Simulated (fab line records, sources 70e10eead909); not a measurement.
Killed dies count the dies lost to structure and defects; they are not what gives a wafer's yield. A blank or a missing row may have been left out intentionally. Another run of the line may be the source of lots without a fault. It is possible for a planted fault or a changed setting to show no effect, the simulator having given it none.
fab line records	flow nand_harc
record: lots: 24	wafers: 72	last_day: 34
route steps=1302 shown A_M0@1147 A_M1@1191 A_BONDPAD@1215
lots untouched by any fault: they come from a run of this same line in which no faults occurred
start_h: the number of hours between the record's first day and the start of the first shown wafer of the lot	wait_h: hours elapsed since this lot's preceding step	" identical to the entry in the row above	L1.1+2: a row that stands for several wafers	- either no value or no given start	* or withheld: withheld	< > ~ a bound
route shown NAME@n: NAME is a module with steps in the file, n the number in the route of the first one	usual: mean/standard deviation of fault-free wafers	same: alike in all rows	chamber/n: place in a boat	sites: readings site by site	_std_site: their standard deviation	_edge_site: the outer-site mean with the inner-site mean subtracted	radius_mm: how far each site lies from the wafer's centre	mask NAME#n: copy n	behind: the last tool/chamber to shape the wafer	hold: what put the lot on hold/how long, in hours/how the hold closed	device: transistor that didn't switch, given as n, p or np	end of line: tests of these same wafers at the route's end	where a step has no rows: the recipe by itself	killed: at the first sort, the dies lost to defects and structure; wafer yield is something else	map: a wafer's dies, x killed, . not, _ none there
set.NAME: the setting that was run; set.NAME@STEP: the one run at that earlier step	model.NAME: the simulator's own value behind a step, which no gauge read
the route's steps for a sample of lots (tables are steps, rows are wafers)
services: the hour from which a tool's chamber was out of use, counted from the record's first day as start_h (under 0 if before that day), plus the number of hours and why
== steps ==
step: NHARC_A_M0_CD_MEAS_09
recipe: target_cd_nm: 80	landing_energy_ev: 500
usual: cd_nm: 79.2/0.74
lot.wafer	tool	chamber	start_h	wait_h	cd_nm
L074.4	cd_sem-03	0	519.18	-	80.0
L074.5	"	0	"	"	80.5
L074.6	"	0	"	"	80.1
L076.1	cd_sem-02	0	531.39	-	79.1
L076.2	"	0	"	"	79.8
L076.5	"	0	"	"	79.0
L075.1	cd_sem-01	0	534.19	-	78.2
L075.5	"	0	"	"	77.6
L075.6	"	0	"	"	78.9
L078.1	cd_sem-02	0	543.69	-	79.1
L078.3	"	0	"	"	79.7
L078.6	"	0	"	"	79.7
L077.1	cd_sem-02	0	550.88	-	78.4
L077.4	"	0	"	"	79.1
L077.6	"	0	"	"	79.3
L079.1	cd_sem-02	0	552.52	-	80.2
L079.3	"	0	"	"	80.7
L079.5	"	0	"	"	79.9
L081.1	cd_sem-02	0	565.48	-	79.7
L081.3	"	0	"	"	79.3
L081.5	"	0	"	"	79.2
L080.2	cd_sem-03	0	571.08	-	78.4
L080.3	"	0	"	"	79.2
L080.6	"	0	"	"	78.2
L083.1	cd_sem-01	0	593.92	-	79.9
L083.2	"	0	"	"	79.2
L083.4	"	0	"	"	79.2
L082.2	cd_sem-01	0	604.35	-	78.3
L082.4	"	0	"	"	78.5
L082.5	"	0	"	"	78.8
L084.2	cd_sem-02	0	616.69	-	79.1
L084.5	"	0	"	"	80.0
L084.6	"	0	"	"	79.5
L085.3	cd_sem-01	0	617.70	-	79.2
L085.5	"	0	"	"	78.8
L085.6	"	0	"	"	79.2
L086.2	cd_sem-01	0	647.08	-	78.5
L086.5	"	0	"	"	78.7
L086.6	"	0	"	"	79.4
L087.1	cd_sem-03	0	647.64	-	79.2
L087.5	"	0	"	"	80.7
L087.6	"	0	"	"	79.7
L088.3	cd_sem-02	0	664.46	-	79.9
L088.5	"	0	"	"	79.4
L088.6	"	0	"	"	79.9
L091.1	cd_sem-02	0	668.35	-	78.4
L091.3	"	0	"	"	79.7
L091.5	"	0	"	"	79.4
L090.1	cd_sem-03	0	670.04	-	78.8
L090.2	"	0	"	"	78.0
L090.6	"	0	"	"	78.8
L089.1	cd_sem-02	0	676.34	-	78.6
L089.3	"	0	"	"	79.3
L089.5	"	0	"	"	80.2
L092.2	cd_sem-02	0	690.99	-	78.8
L092.3	"	0	"	"	79.8
L092.4	"	0	"	"	78.8
L095.1	cd_sem-02	0	717.13	-	79.4
L095.3	"	0	"	"	79.4
L095.6	"	0	"	"	79.0
L093.2	cd_sem-01	0	717.30	-	78.5
L093.5	"	0	"	"	79.0
L093.6	"	0	"	"	79.2
L094.2	cd_sem-02	0	722.42	-	79.5
L094.4	"	0	"	"	80.4
L094.5	"	0	"	"	80.4
L096.1	cd_sem-03	0	735.44	-	77.9
L096.2	"	0	"	"	78.5
L096.3	"	0	"	"	79.2
L097.1	cd_sem-01	0	775.13	-	79.6
L097.2	"	0	"	"	79.9
L097.3	"	0	"	"	78.8
step: NHARC_A_M0_INSPECT_27
usual: raw_defect_count: 560/160
lot.wafer	tool	chamber	start_h	wait_h	raw_defect_count
L074.4	defect_inspect-01	-	521.84	0.0	514
L074.5	"	-	"	"	574
L074.6	"	-	"	"	737
L076.1	defect_inspect-01	-	534.04	0.0	502
L076.2	"	-	"	"	475
L076.5	"	-	"	"	462
L075.1	defect_inspect-02	-	536.84	0.0	465
L075.5	"	-	"	"	435
L075.6	"	-	"	"	543
L078.1	defect_inspect-01	-	546.51	0.0	466
L078.3	"	-	"	"	378
L078.6	"	-	"	"	398
L077.1	defect_inspect-01	-	553.58	0.0	575
L077.4	"	-	"	"	412
L077.6	"	-	"	"	588
L079.1	defect_inspect-02	-	555.20	0.0	601
L079.3	"	-	"	"	803
L079.5	"	-	"	"	459
L081.1	defect_inspect-02	-	568.36	0.0	591
L081.3	"	-	"	"	624
L081.5	"	-	"	"	579
L080.2	defect_inspect-02	-	573.83	0.0	545
L080.3	"	-	"	"	626
L080.6	"	-	"	"	596
L083.1	defect_inspect-02	-	596.57	0.0	533
L083.2	"	-	"	"	462
L083.4	"	-	"	"	531
L082.2	defect_inspect-01	-	607.01	0.0	912
L082.4	"	-	"	"	609
L082.5	"	-	"	"	658
L084.2	defect_inspect-01	-	619.36	0.0	557
L084.5	"	-	"	"	339
L084.6	"	-	"	"	521
L085.3	defect_inspect-02	-	620.36	0.0	696
L085.5	"	-	"	"	626
L085.6	"	-	"	"	703
L086.2	defect_inspect-02	-	649.74	0.0	525
L086.5	"	-	"	"	514
L086.6	"	-	"	"	464
L087.1	defect_inspect-01	-	650.30	0.0	476
L087.5	"	-	"	"	537
L087.6	"	-	"	"	468
L088.3	defect_inspect-01	-	667.11	0.0	423
L088.5	"	-	"	"	455
L088.6	"	-	"	"	384
L091.1	defect_inspect-02	-	671.05	0.0	372
L091.3	"	-	"	"	294
L091.5	"	-	"	"	331
L090.1	defect_inspect-01	-	672.70	0.0	669
L090.2	"	-	"	"	688
L090.6	"	-	"	"	722
L089.1	defect_inspect-02	-	679.02	0.0	497
L089.3	"	-	"	"	715
L089.5	"	-	"	"	431
L092.2	defect_inspect-02	-	693.69	0.0	899
L092.3	"	-	"	"	628
L092.4	"	-	"	"	906
L095.1	defect_inspect-02	-	719.89	0.0	514
L095.3	"	-	"	"	436
L095.6	"	-	"	"	482
L093.2	defect_inspect-01	-	720.22	0.0	638
L093.5	"	-	"	"	353
L093.6	"	-	"	"	475
L094.2	defect_inspect-02	-	725.09	0.0	963
L094.4	"	-	"	"	570
L094.5	"	-	"	"	706
L096.1	defect_inspect-02	-	738.12	0.0	527
L096.2	"	-	"	"	467
L096.3	"	-	"	"	488
L097.1	defect_inspect-02	-	777.86	0.0	629
L097.2	"	-	"	"	801
L097.3	"	-	"	"	705
step: NHARC_A_M1_PVD_20
recipe: target_thk_a: 50	bias_v: 168.6	power_w: 15000	chamber_pressure_pa: 0.12	time_s: 8.06	substrate_temp_c: 50	material: TaN
usual: chamber_pressure_pa: 0.11999/0.00025	throttle_valve_pct: 30.0/1.3
lot.wafer	tool	chamber	start_h	wait_h	chamber_pressure_pa	throttle_valve_pct
L074.4	pvd_sputter-03	-	-	-	0.1198	29.4
L074.5	"	-	"	"	0.12008	28.6
L074.6	"	-	"	"	0.12024	30.3
L076.1	pvd_sputter-01	-	-	-	0.11988	30.0
L076.2	"	-	"	"	0.12014	32.2
L076.5	"	-	"	"	0.11997	29.4
L075.1	pvd_sputter-01	-	539.71	0.1	0.12006	29.7
L075.5	"	-	"	"	0.11974	32.1
L075.6	"	-	"	"	0.12034	29.0
L078.1	pvd_sputter-01	-	-	-	0.12009	31.6
L078.3	"	-	"	"	0.11973	29.3
L078.6	"	-	"	"	0.11993	31.6
L077.1	pvd_sputter-01	-	-	-	0.12002	31.9
L077.4	"	-	"	"	0.11944	29.3
L077.6	"	-	"	"	0.11987	28.8
L079.3	pvd_sputter-02	-	-	-	0.11984	31.5
L079.1	"	-	"	"	0.11989	31.2
L079.5	"	-	"	"	0.12039	31.0
L081.1	pvd_sputter-01	-	-	-	0.12019	29.2
L081.3	"	-	"	"	0.12029	29.4
L081.5	"	-	"	"	0.11949	30.0
L080.3	pvd_sputter-01	-	-	-	0.11951	29.8
L080.2	"	-	"	"	0.11991	29.5
L080.6	"	-	"	"	0.11982	29.0
L083.2	pvd_sputter-01	-	-	-	0.1197	29.0
L083.4	"	-	"	"	0.1201	29.0
L083.1	"	-	"	"	0.11985	29.9
L082.4	pvd_sputter-03	-	-	-	0.12013	30.1
L082.2	"	-	"	"	0.12043	27.0
L082.5	"	-	"	"	0.11957	29.9
L084.2	pvd_sputter-01	-	-	-	0.12041	29.2
L084.6	"	-	"	"	0.12006	29.7
L084.5	"	-	"	"	0.11991	29.4
L085.3	pvd_sputter-02	-	-	-	0.11999	31.1
L085.6	"	-	"	"	0.12035	31.3
L085.5	"	-	"	"	0.12006	30.9
L086.2	pvd_sputter-01	-	-	-	0.11974	29.1
L086.5	"	-	"	"	0.12003	29.2
L086.6	"	-	"	"	0.11964	32.3
L087.1	pvd_sputter-02	-	-	-	0.11951	29.8
L087.6	"	-	"	"	0.12035	30.3
L087.5	"	-	"	"	0.12002	27.5
L088.3	pvd_sputter-02	-	-	-	0.11981	31.2
L088.5	"	-	"	"	0.1201	29.5
L088.6	"	-	"	"	0.11994	31.2
L091.3	pvd_sputter-03	-	-	-	0.11997	29.9
L091.1	"	-	"	"	0.11989	26.8
L091.5	"	-	"	"	0.11981	30.7
L090.1	pvd_sputter-02	-	-	-	0.12007	30.1
L090.2	"	-	"	"	0.11991	29.6
L090.6	"	-	"	"	0.12039	30.2
L089.1	pvd_sputter-02	-	-	-	0.12039	31.3
L089.3	"	-	"	"	0.11962	30.2
L089.5	"	-	"	"	0.12032	29.7
L092.3	pvd_sputter-01	-	-	-	0.12019	31.8
L092.2	"	-	"	"	0.11983	29.3
L092.4	"	-	"	"	0.12044	28.9
L095.3	pvd_sputter-02	-	-	-	0.12046	31.2
L095.1	"	-	"	"	0.12028	27.4
L095.6	"	-	"	"	0.12003	31.3
L093.2	pvd_sputter-02	-	-	-	0.12035	29.9
L093.6	"	-	"	"	0.12026	29.5
L093.5	"	-	"	"	0.1196	31.1
L094.2	pvd_sputter-03	-	-	-	0.12003	30.0
L094.4	"	-	"	"	0.12003	27.9
L094.5	"	-	"	"	0.12034	29.8
L096.2	pvd_sputter-01	-	-	-	0.11952	29.4
L096.1	"	-	"	"	0.11986	29.7
L096.3	"	-	"	"	0.11983	29.3
L097.3	pvd_sputter-01	-	-	-	0.12048	32.2
L097.1	"	-	"	"	0.12047	29.5
L097.2	"	-	"	"	0.12047	30.1
step: NHARC_A_M1_ANNEAL_31
recipe: temp_c: 225	time_s: 90
usual: anneal_temp_c: 225.04/0.16	anneal_temp_c_max: 226.07/0.22	wafer_temp_C_max: 226.5/0.37
lot.wafer	tool	chamber	start_h	wait_h	anneal_temp_c	anneal_temp_c_max	wafer_temp_C_max
L074.4	rtp_anneal-01	0	525.37	-	225.15	226.24	226.6
L074.5	"	0	"	"	224.94	226.22	226.5
L074.6	"	0	"	"	224.94	226.14	226.7
L076.1	rtp_anneal-01	0	537.42	0.3	225.35	226.52	226.3
L076.2	"	0	"	"	225.12	226.06	226.5
L076.5	"	0	"	"	224.94	226.28	226.6
L075.1	rtp_anneal-02	0	540.46	-	225.17	226.03	226.8
L075.5	"	0	"	"	225.08	226.14	226.9
L075.6	"	0	"	"	225.09	226.20	227.3
L078.1	rtp_anneal-02	0	550.00	-	224.82	225.89	226.9
L078.3	"	0	"	"	224.64	225.76	226.0
L078.6	"	0	"	"	224.88	225.64	226.4
L077.1	rtp_anneal-02	0	556.93	0.3	224.76	225.68	226.2
L077.4	"	0	"	"	224.85	225.82	226.5
L077.6	"	0	"	"	224.74	225.86	226.7
L079.1	rtp_anneal-02	0	558.42	-	225.03	225.92	226.6
L079.3	"	0	"	"	225.08	225.91	225.9
L079.5	"	0	"	"	225.02	226.12	226.6
L081.1	rtp_anneal-01	0	571.70	0.3	225.00	226.02	226.2
L081.3	"	0	"	"	225.16	226.13	226.5
L081.5	"	0	"	"	224.81	225.98	226.4
L080.2	rtp_anneal-01	0	577.10	0.3	224.93	225.86	227.0
L080.3	"	0	"	"	224.85	225.95	226.0
L080.6	"	0	"	"	224.90	225.80	226.4
L083.1	rtp_anneal-01	0	600.30	-	224.97	226.13	226.1
L083.2	"	0	"	"	224.92	226.01	226.6
L083.4	"	0	"	"	225.04	226.03	226.1
L082.2	rtp_anneal-02	0	610.39	-	224.99	225.99	226.9
L082.4	"	0	"	"	225.01	226.31	226.7
L082.5	"	0	"	"	225.09	225.90	227.0
L084.2	rtp_anneal-01	0	622.78	0.3	225.19	226.08	226.1
L084.5	"	0	"	"	224.85	226.08	225.9
L084.6	"	0	"	"	224.83	225.66	226.7
L085.3	rtp_anneal-01	0	623.88	0.3	225.13	226.48	226.7
L085.5	"	0	"	"	225.18	226.37	226.4
L085.6	"	0	"	"	225.23	226.54	226.6
L086.2	rtp_anneal-02	0	653.13	-	225.24	226.28	226.3
L086.5	"	0	"	"	225.20	226.05	226.5
L086.6	"	0	"	"	225.06	226.41	226.3
L087.1	rtp_anneal-01	0	653.68	-	224.72	226.41	225.9
L087.5	"	0	"	"	224.87	225.95	226.2
L087.6	"	0	"	"	224.78	225.90	226.2
L088.3	rtp_anneal-02	0	670.41	-	224.84	225.78	226.2
L088.5	"	0	"	"	225.27	226.14	226.2
L088.6	"	0	"	"	224.98	225.90	226.1
L091.1	rtp_anneal-02	0	674.36	-	225.06	226.08	225.9
L091.3	"	0	"	"	225.25	226.18	226.5
L091.5	"	0	"	"	224.93	225.73	226.4
L090.1	rtp_anneal-01	0	675.87	-	224.88	226.09	226.4
L090.2	"	0	"	"	224.97	226.18	227.1
L090.6	"	0	"	"	224.75	225.86	226.5
L089.1	rtp_anneal-02	0	682.56	-	225.33	226.40	227.4
L089.3	"	0	"	"	225.16	226.11	226.3
L089.5	"	0	"	"	225.14	225.90	226.2
L092.2	rtp_anneal-02	0	696.93	-	225.13	226.54	226.5
L092.3	"	0	"	"	224.86	226.05	226.2
L092.4	"	0	"	"	224.93	225.99	226.4
L095.1	rtp_anneal-02	0	723.20	0.3	225.36	226.43	226.5
L095.3	"	0	"	"	225.13	226.06	227.5
L095.6	"	0	"	"	225.00	225.81	226.3
L093.2	rtp_anneal-02	0	723.65	-	225.16	226.21	226.6
L093.5	"	0	"	"	224.80	225.72	226.7
L093.6	"	0	"	"	225.01	225.81	226.2
L094.2	rtp_anneal-02	0	728.55	0.3	225.09	225.93	226.6
L094.4	"	0	"	"	225.07	226.15	226.3
L094.5	"	0	"	"	225.23	226.14	227.0
L096.1	rtp_anneal-01	0	741.46	-	225.09	226.15	226.8
L096.2	"	0	"	"	225.22	226.53	226.7
L096.3	"	0	"	"	225.19	225.98	226.9
L097.1	rtp_anneal-01	0	781.19	0.3	225.04	226.18	226.4
L097.2	"	0	"	"	224.96	226.06	226.1
L097.3	"	0	"	"	224.73	226.17	226.3
step: NHARC_A_BONDPAD_CD_MEAS_09
recipe: target_cd_nm: 500	landing_energy_ev: 500
usual: cd_nm: 499.6/1.7
lot.wafer	tool	chamber	start_h	wait_h	cd_nm
L074.4	cd_sem-01	0	527.83	-	498.3
L074.5	"	0	"	"	498.1
L074.6	"	0	"	"	497.8
L076.1	cd_sem-01	0	540.25	-	499.9
L076.2	"	0	"	"	499.1
L076.5	"	0	"	"	500.5
L075.1	cd_sem-03	0	543.51	-	498.8
L075.5	"	0	"	"	497.3
L075.6	"	0	"	"	501.6
L078.1	cd_sem-01	0	552.62	-	500.5
L078.3	"	0	"	"	497.9
L078.6	"	0	"	"	497.6
L077.1	cd_sem-02	0	559.66	-	500.6
L077.4	"	0	"	"	498.0
L077.6	"	0	"	"	499.9
L079.1	cd_sem-01	0	561.16	-	498.6
L079.3	"	0	"	"	497.6
L079.5	"	0	"	"	499.2
L081.1	cd_sem-03	0	574.43	-	496.3
L081.3	"	0	"	"	499.1
L081.5	"	0	"	"	499.3
L080.2	cd_sem-01	0	579.78	-	500.2
L080.3	"	0	"	"	501.9
L080.6	"	0	"	"	501.3
L083.1	cd_sem-02	0	603.20	-	501.8
L083.2	"	0	"	"	499.6
L083.4	"	0	"	"	500.3
L082.2	cd_sem-01	0	613.82	-	497.8
L082.4	"	0	"	"	497.9
L082.5	"	0	"	"	501.1
L084.2	cd_sem-03	0	625.50	-	499.8
L084.5	"	0	"	"	498.2
L084.6	"	0	"	"	497.1
L085.3	cd_sem-02	0	626.52	-	499.7
L085.5	"	0	"	"	497.5
L085.6	"	0	"	"	498.1
L086.2	cd_sem-02	0	655.86	-	502.3
L086.5	"	0	"	"	500.1
L086.6	"	0	"	"	500.9
L087.1	cd_sem-01	0	656.55	-	500.6
L087.5	"	0	"	"	498.5
L087.6	"	0	"	"	497.8
L088.3	cd_sem-02	0	672.92	-	501.1
L088.5	"	0	"	"	502.3
L088.6	"	0	"	"	499.8
L091.1	cd_sem-01	0	677.27	-	496.8
L091.3	"	0	"	"	498.0
L091.5	"	0	"	"	497.6
L090.1	cd_sem-03	0	678.65	-	502.5
L090.2	"	0	"	"	501.2
L090.6	"	0	"	"	501.9
L089.1	cd_sem-02	0	685.31	-	501.2
L089.3	"	0	"	"	499.9
L089.5	"	0	"	"	499.6
L092.2	cd_sem-02	0	699.49	-	500.3
L092.3	"	0	"	"	498.3
L092.4	"	0	"	"	499.0
L095.1	cd_sem-01	0	725.94	-	497.1
L095.3	"	0	"	"	498.1
L095.6	"	0	"	"	502.3
L093.2	cd_sem-02	0	726.33	-	499.2
L093.5	"	0	"	"	502.9
L093.6	"	0	"	"	501.8
L094.2	cd_sem-01	0	731.24	-	499.9
L094.4	"	0	"	"	499.9
L094.5	"	0	"	"	499.9
L096.1	cd_sem-02	0	744.07	-	498.6
L096.2	"	0	"	"	499.4
L096.3	"	0	"	"	501.4
L097.1	cd_sem-01	0	783.91	-	500.7
L097.2	"	0	"	"	497.0
L097.3	"	0	"	"	497.9
step: NHARC_A_BONDPAD_ETCH_24
recipe: target_depth_a: 300	over_etch_frac: 0.3	time_s: 72.99	ion_energy_ev: 150	cf4_flow_sccm: 50	n2_flow_sccm: 100	ar_flow_sccm: 150	rf_w: 300	bias_w: 100	chemistry: CF4/N2
usual: drypump_motor_current_A: 5.8/0.37	oes_product_au: 1.001/0.01	rf_vpp_V: 314.3/2.4	showerhead_plenum_p_Torr: 2.63/0.13	throttle_valve_pct: 19.795/0.0098
lot.wafer	tool	chamber	start_h	wait_h	drypump_motor_current_A	oes_product_au	rf_hours_counter_h	rf_vpp_V	showerhead_plenum_p_Torr	throttle_valve_pct
L074.4	rie_diel-08	1	-	-	5.5	1.014	50	316.4	2.79	19.801
L074.6	"	3	"	"	5.9	0.990	-	313.3	2.55	19.795
L074.5	"	0	"	"	5.8	1.000	-	311.9	2.43	19.797
L076.2	rie_diel-03	0	-	-	5.7	1.004	2	312.2	2.68	19.800
L076.1	"	2	"	"	6.0	1.007	2	317.4	2.80	19.810
L076.5	"	0	"	"	5.8	1.003	-	315.2	2.68	19.799
L075.1	rie_diel-08	0	-	-	5.7	0.983	54	311.2	2.43	19.814
L075.6	"	0	"	"	5.8	0.981	-	312.3	2.43	19.805
L075.5	"	1	"	"	5.5	1.012	-	317.0	2.78	19.800
L078.3	rie_diel-03	1	-	-	6.5	1.002	2	312.0	2.52	19.798
L078.1	"	3	"	"	5.1	0.990	2	312.8	2.53	19.800
L078.6	"	0	"	"	5.8	0.992	-	313.3	2.68	19.781
L077.1	rie_diel-03	0	-	-	5.7	1.013	2	315.0	2.68	19.787
L077.4	"	1	"	"	6.4	1.008	2	312.2	2.52	19.791
L077.6	"	3	"	"	5.1	1.000	-	312.6	2.53	19.784
L079.1	rie_diel-03	2	-	-	5.9	0.990	2	317.2	2.80	19.811
L079.3	"	1	"	"	6.5	0.987	2	312.6	2.52	19.796
L079.5	"	3	"	"	5.1	0.985	-	312.2	2.53	19.789
L081.1	rie_diel-03	3	-	-	5.1	0.991	3	312.5	2.53	19.799
L081.3	"	0	"	"	5.7	0.996	3	316.2	2.68	19.786
L081.5	"	2	"	"	5.9	0.990	-	319.1	2.80	19.791
L080.3	rie_diel-05	3	-	-	5.7	1.003	22	311.0	2.48	19.800
L080.2	"	2	"	"	5.7	1.019	22	310.6	2.43	19.780
L080.6	"	3	"	"	5.7	0.999	-	311.9	2.48	19.784
L083.2	rie_diel-03	3	603.99	0.1	5.1	0.988	4	312.3	2.53	19.788
L083.1	"	0	"	"	5.7	1.009	4	314.2	2.68	19.785
L083.4	"	2	"	"	5.9	1.007	-	317.3	2.80	19.784
L082.2	rie_diel-03	0	-	-	5.7	1.010	4	315.8	2.68	19.793
L082.4	"	3	"	"	5.1	0.983	4	313.3	2.53	19.790
L082.5	"	1	"	"	6.4	1.012	-	313.5	2.52	19.788
L084.2	rie_diel-03	2	-	-	6.0	0.996	4	317.6	2.80	19.799
L084.6	"	0	"	"	5.8	1.007	-	315.7	2.68	19.805
L084.5	"	1	"	"	6.4	1.014	-	312.0	2.52	19.807
L085.3	rie_diel-03	2	-	-	5.9	1.007	4	318.9	2.80	19.790
L085.5	"	1	"	"	6.5	1.003	-	311.0	2.52	19.787
L085.6	"	2	"	"	5.9	0.993	-	317.6	2.80	19.799
L086.2	rie_diel-05	3	-	-	5.6	0.994	10	312.2	2.47	19.794
L086.5	"	1	"	"	5.4	0.997	-	315.0	2.70	19.813
L086.6	"	2	"	"	5.7	1.014	-	318.5	2.83	19.781
L087.1	rie_diel-08	0	-	-	5.8	1.000	31	317.6	2.82	19.804
L087.5	"	1	"	"	5.5	1.012	-	315.3	2.77	19.792
L087.6	"	2	"	"	5.9	0.992	-	310.9	2.47	19.793
L088.3	rie_diel-08	2	-	-	5.9	1.000	33	310.6	2.46	19.795
L088.6	"	3	"	"	5.9	0.995	-	312.3	2.53	19.793
L088.5	"	0	"	"	5.8	1.007	-	317.4	2.82	19.817
L091.1	rie_diel-08	1	-	-	5.5	1.013	35	319.1	2.77	19.815
L091.3	"	0	"	"	5.8	0.999	33	316.2	2.82	19.787
L091.5	"	1	"	"	5.5	1.012	-	315.9	2.77	19.799
L090.2	rie_diel-03	0	-	-	5.7	1.001	1	315.6	2.68	19.799
L090.1	"	2	"	"	6.0	0.989	1	316.7	2.80	19.796
L090.6	"	1	"	"	6.4	0.990	-	313.2	2.52	19.784
L089.1	rie_diel-05	0	-	-	5.5	1.028	17	313.1	2.61	19.797
L089.3	"	1	"	"	5.4	0.994	14	316.5	2.70	19.793
L089.5	"	3	"	"	5.7	1.014	-	312.0	2.47	19.794
L092.4	rie_diel-08	3	-	-	5.9	0.991	38	312.4	2.53	19.793
L092.3	"	0	"	"	5.8	1.001	38	317.5	2.82	19.796
L092.2	"	1	"	"	5.5	1.008	40	316.5	2.77	19.799
L095.1	rie_diel-08	2	-	-	5.9	0.993	50	311.8	2.46	19.789
L095.3	"	3	"	"	5.9	0.990	45	314.4	2.53	19.815
L095.6	"	1	"	"	5.5	1.012	-	314.6	2.76	19.785
L093.2	rie_diel-03	2	-	-	5.9	0.995	2	316.6	2.80	19.791
L093.5	"	2	"	"	6.0	0.990	-	316.5	2.80	19.802
L093.6	"	3	"	"	5.1	1.001	-	312.2	2.53	19.776
L094.4	rie_diel-03	0	-	-	5.7	0.987	2	315.5	2.67	19.783
L094.2	"	3	"	"	5.1	0.996	2	311.3	2.53	19.806
L094.5	"	1	"	"	6.4	0.981	-	313.1	2.52	19.803
L096.1	rie_diel-08	3	-	-	5.9	1.002	1	313.1	2.53	19.808
L096.3	"	0	"	"	5.7	0.997	1	317.4	2.81	19.798
L096.2	"	1	"	"	5.5	1.002	2	317.6	2.76	19.792
L097.2	rie_diel-05	1	-	-	5.4	1.015	2	315.1	2.70	19.787
L097.1	"	2	"	"	5.7	1.016	3	317.5	2.82	19.788
L097.3	"	3	"	"	5.7	1.017	2	310.6	2.47	19.784
== services ==
tool	chamber	start_h	hours	kind
pvd_sputter-02	-	524.96	4.8	repair
pvd_sputter-01	-	531.38	3.2	repair
pvd_sputter-03	-	539.25	10.0	pm
rie_diel-08	-	549.95	9.0	pm
rie_diel-08	3	561.34	3.8	repair
pvd_sputter-02	-	569.64	9.8	repair
rie_diel-08	2	573.35	5.6	repair
pvd_sputter-01	-	582.00	10.0	pm
rie_diel-03	1	589.43	14.7	repair
rie_diel-03	0	630.32	13.4	repair
rie_diel-03	-	635.30	9.0	pm
pvd_sputter-02	-	638.00	10.0	pm
rie_diel-05	3	646.49	9.0	repair
pvd_sputter-01	-	649.41	1.6	repair
pvd_sputter-03	-	664.65	2.6	repair
pvd_sputter-01	-	673.64	2.6	repair
rie_diel-08	3	711.05	8.7	repair
pvd_sputter-02	-	716.29	4.6	repair
rie_diel-08	-	726.95	9.0	pm
pvd_sputter-01	-	736.19	0.5	repair
rtp_anneal-02	-	744.00	12.0	pm
pvd_sputter-01	-	760.00	10.0	pm
rie_diel-03	2	761.54	18.8	repair
pvd_sputter-02	-	783.80	5.1	repair
== key ==
fault none
